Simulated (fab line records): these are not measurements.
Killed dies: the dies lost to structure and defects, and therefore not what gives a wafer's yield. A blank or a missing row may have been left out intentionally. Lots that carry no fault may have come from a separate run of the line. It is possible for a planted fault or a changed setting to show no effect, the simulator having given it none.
Chamber matching	flow nandHarc	4 sister chambers for NHARC_A_ZERO_WELL_ETCH_19 on rieDiel-09
The step etches the open film in N2/H2, target depth 80 nm, overetch 24 nm, time 87.88 s. 16 wafers are shown with their chamber, then 7 later ones without.

== EACH WAFER AND ITS CHAMBER ==
wafer	chamber	rfVppV (V)	rfFwdPowerW (W)	oesProductAu (a.u.)
L853.3	3	430.4	395.9	0.978
L853.5	1	431.3	397.9	0.996
L853.6	0	429.8	397.6	0.990
L854.2	1	431.6	396.3	1.011
L854.5	1	430.9	396.0	1.000
L854.6	0	429.4	397.3	1.007
L856.2	2	435.9	394.3	0.982
L856.5	1	431.0	399.0	0.999
L856.6	0	429.3	396.6	0.999
L858.1	2	433.9	395.3	0.985
L858.3	1	431.1	396.0	1.005
L858.5	3	430.4	395.1	0.997
L860.1	3	430.2	396.6	0.985
L860.3	1	431.1	397.4	0.987
L860.6	0	428.5	396.8	0.999
L868.1	0	429.1	397.4	1.001

SIGNATURES, as means of the wafers listed above
reading	chamber 0	chamber 1	chamber 2	chamber 3	scatter within a chamber
rfVppV	429.220	431.167	434.900	430.333	0.52
rfFwdPowerW	397.140	397.100	394.800	395.867	0.901
oesProductAu	0.99920	0.99967	0.98350	0.98667	0.00747
Rule: a wafer lies at a distance from a chamber equal to the root of the sum of squares, over the readings, of (its reading less the chamber's mean, divided by the reading's scatter). The wafer belongs to the nearest chamber; if the next one is less than 2 further off, it can't be placed. How the scatter is found: for the shown wafers, subtract from each reading the mean of its chamber, square and add these, divide the total by (wafers less chambers), then take the root.

== WAFERS WHOSE CHAMBER IS MISSING ==
wafer	rfVppV (V)	rfFwdPowerW (W)	oesProductAu (a.u.)
L868.5	430.4	398.1	1.000
L869.2	430.5	398.6	0.996
L869.5	430.8	396.1	0.997
L869.6	427.3	396.9	1.009
L876.3	432.7	395.0	1.001
L876.4	434.3	393.4	1.011
L876.6	434.8	394.1	0.991

== WHICH CHAMBER EACH WENT THROUGH ==
wafer	from the rows above	in truth
L868.5	can't be placed: 1 or 0 or 3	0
L869.2	can't be placed: 1 or 0 or 3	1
L869.5	can't be placed: 1 or 3 or 0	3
L869.6	0	0
L876.3	can't be placed: 1 or 2 or 3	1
L876.4	2	2
L876.6	2	2
Correct placement for 3 of the 7. Can't be placed from these rows: 4 (the true chamber is among the candidates in 4). Number placed wrongly: 0.
